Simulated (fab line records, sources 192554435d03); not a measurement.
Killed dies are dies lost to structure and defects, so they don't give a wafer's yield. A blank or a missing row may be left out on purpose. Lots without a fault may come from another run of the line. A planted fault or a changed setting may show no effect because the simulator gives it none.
A struck lot beside a sound one | flow n5_finfet | 28 steps out of a route of 1938
Sound: wafers L896.1, L896.4, L896.6. Struck: wafer L907.6. (L907.1 of the same lot was not struck and is left out.) The cause comes at the end.
At each step with rows: each side's tool, then ch and its chambers, then its first start. Under that, the readings that differ: sound wafers | struck wafers | difference of the means | sigmas: that difference in standard deviations of wafers without a fault.
alike: readings whose means differ by less than 2 such deviations, and words and numbers that are the same on both sides. not compared: withheld readings, readings that some wafer has no value for, bounds like >300 that may hide the same value, and numbers for which the record gives no deviation and whose values overlap.
The two part at a step that has a row with sigmas, a row that says differs or no value, or rows on one side only. Numbers that don't overlap but have no deviation are shown without sigmas and don't part them. A reading that every wafer of one side lacks parts them only if that side has two wafers or more.

N5_SD_EPI_N_EPI_MEAS_23:
  sound on film_metro-01, day 3 16:47; struck on film_metro-01, day 6 10:37
  reading     | sound          | struck | difference | sigmas
  thk_nm (nm) | 61.5 62.0 61.0 | 58.4   | -3.1       | -2
then, 3 steps without rows for these wafers: N5_SD_EPI_N_PRECLEAN_24 (cleans in O3/DIW, time 60 s); N5_SD_EPI_N_SRD_25 (time 30 s); N5_SD_EPI_N_PRECLEAN_49 (cleans in NF3:NH3, afs cycles 1, time 20 s, sublimation time 60 s).
N5_SD_EPI_N_LINER_46: material SiNx, target thk 3 nm.
  sound on ald_sin-03 ch 1,2, day 3 17:05; struck on ald_sin-03 ch 2, day 6 10:55
  alike: heater_power_w
N5_SD_EPI_N_INSPECT_26: inspects for defects (darkfield).
  sound on defect_inspect-01, day 3 17:20; struck on defect_inspect-01, day 6 11:10
  alike: raw_defect_count
then, 6 steps without rows for these wafers: N5_SD_EPI_P_COAT_34 (time 60 s, resist thk 350 nm); N5_SD_EPI_P_COAT_35 (time 60 s, resist thk 35 nm); N5_SD_EPI_P_COAT_03 (resist thk 150 nm); N5_SD_EPI_P_EBR_05; N5_SD_EPI_P_SOFTBAKE_04 (time 60 s); N5_SD_EPI_P_EXPOSE_06 (exposes mask SD P BLK, target cd 240 nm).
N5_SD_EPI_P_PEB_07: peb time 60 s.
  sound on litho_track-02 ch 0, day 3 17:40; struck on litho_track-02 ch 0, day 6 11:30
  reading                  | sound             | struck | difference | sigmas
  heater_power_total_W (W) | 174.0 175.1 176.6 | 246.2  | +71.0      | +44
then, 1 step without rows for these wafers: N5_SD_EPI_P_DEVELOP_08 (develop time 30 s).
N5_SD_EPI_P_CD_MEAS_09: target cd 240 nm.
  sound on cd_sem-01 ch 0, day 3 17:45; struck on cd_sem-03 ch 0, day 6 11:34
  reading    | sound             | struck | difference | sigmas
  cd_nm (nm) | 241.4 240.5 241.3 | 220.5  | -20.6      | -29
N5_SD_EPI_P_OVL_MEAS_10:
  sound on overlay-01 ch 0, day 3 17:47; struck on overlay-01 ch 0, day 6 11:36
  reading           | sound          | struck | difference | sigmas
  SD_P_BLK_OVL (nm) | -0.8 -1.7 -1.6 | 0.8    | +2.2       | +3
N5_SD_EPI_P_INSPECT_11: inspects for defects (macro).
  sound on defect_inspect-01, day 3 17:48; struck on defect_inspect-01, day 6 11:37
  alike: raw_defect_count
N5_SD_EPI_P_DESCUM_14: chemistry O2, time 7.9 s.
  sound on rie_diel-04 ch 1,2, day 3 18:09; struck on rie_diel-02 ch 2, day 6 11:55
  reading                     | sound             | struck | difference | sigmas
  drypump_motor_current_A (A) | 5.2 5.1 5.2       | 6.5    | +1.3       | +2
  model.SD_EPI_P.cd_nm (nm)   | 241.2 240.8 241.2 | 220.4  | -20.7      |
  alike: oes_product_au, rf_vpp_V, showerhead_plenum_p_Torr, temp_c, throttle_valve_pct
  not compared: rf_hours_counter_h
N5_SD_EPI_P_ETCH_36: etches SiARC in CF4, target depth 45.5 nm, time 75.8 s.
  sound on rie_diel-04 ch 1,2, day 3 18:12; struck on rie_diel-02 ch 2, day 6 11:57
  reading                     | sound       | struck | difference | sigmas
  drypump_motor_current_A (A) | 5.2 5.1 5.2 | 6.5    | +1.3       | +2
  alike: etch_rf_on_time_s, oes_product_au, rf_vpp_V, showerhead_plenum_p_Torr, throttle_valve_pct
  not compared: rf_hours_counter_h
then, 2 steps without rows for these wafers: N5_SD_EPI_P_ETCH_37 (etches SOC in N2/H2, overetch 108 nm, time 486 s); N5_SD_EPI_P_STRIP_38 (strips in N2/H2).
N5_SD_EPI_P_ETCHBACK_46: etches SiNx in CH3F/O2, stops on SiO2, target depth 17.5 nm.
  sound on rie_diel-04 ch 1,2, day 3 18:47; struck on rie_diel-02 ch 2, day 6 12:20
  reading                     | sound       | struck | difference | sigmas
  drypump_motor_current_A (A) | 5.2 5.1 5.2 | 6.5    | +1.3       | +2
  alike: oes_product_au, rf_vpp_V, showerhead_plenum_p_Torr, throttle_valve_pct
  not compared: rf_hours_counter_h
N5_SD_EPI_P_ETCH_47: etches SiOCN in CH3F/O2, target depth 25 nm.
  sound on rie_diel-04 ch 1,2, day 3 18:56; struck on rie_diel-02 ch 2, day 6 12:26
  reading                     | sound       | struck | difference | sigmas
  drypump_motor_current_A (A) | 5.2 5.1 5.2 | 6.5    | +1.3       | +2
  alike: oes_product_au, rf_vpp_V, showerhead_plenum_p_Torr, throttle_valve_pct
  not compared: rf_hours_counter_h
N5_SD_EPI_P_ETCH_16: etches SiO2 in CHF3/O2, target depth 5 nm.
  sound on rie_diel-04 ch 1,2, day 3 19:05; struck on rie_diel-02 ch 2, day 6 12:32
  reading                     | sound       | struck | difference | sigmas
  drypump_motor_current_A (A) | 5.2 5.1 5.2 | 6.5    | +1.3       | +2
  alike: oes_product_au, rf_vpp_V, showerhead_plenum_p_Torr, throttle_valve_pct
  not compared: rf_hours_counter_h
then, 1 step without rows for these wafers: N5_SD_EPI_P_STRIP_50 (strips in CHF3/O2).
N5_SD_EPI_P_SD_RECESS_17: chemistry HBr/Cl2/O2, target depth 39.1 nm, bt time 3 s.
  sound on rie_si-05 ch 1,2,3, day 3 19:10; struck on rie_si-06 ch 3, day 6 12:36
  reading                   | sound           | struck | difference | sigmas
  model.SD_EPI_P.cd_nm (nm) | 242 242.6 240.8 | 221.2  | -20.6      |
  alike: drypump_motor_current_A, oes_product_au, throttle_valve_pct
  not compared: rf_hours_counter_h
then, 1 step without rows for these wafers: N5_SD_EPI_P_WET_ETCH_45 (etches SiO2 in dHF, time 10.7 s, target depth 2 nm, rinse time 30 s).
-- the record jumps here: 10 days lie between the struck wafers' starts before and after (it left off in module SD_EPI_P and takes up again in module PASSIVATION, whose first step shown is number 1936 of the route) --
N5_PASSIVATION_PROBE_49:
  the record has rows for the struck wafers here (prober-02, day 17 00:32) and none for the sound ones

WHERE THEY PART
First at N5_SD_EPI_N_EPI_MEAS_23; last, within this record, at N5_PASSIVATION_PROBE_49.

WHY: what the simulator had put in
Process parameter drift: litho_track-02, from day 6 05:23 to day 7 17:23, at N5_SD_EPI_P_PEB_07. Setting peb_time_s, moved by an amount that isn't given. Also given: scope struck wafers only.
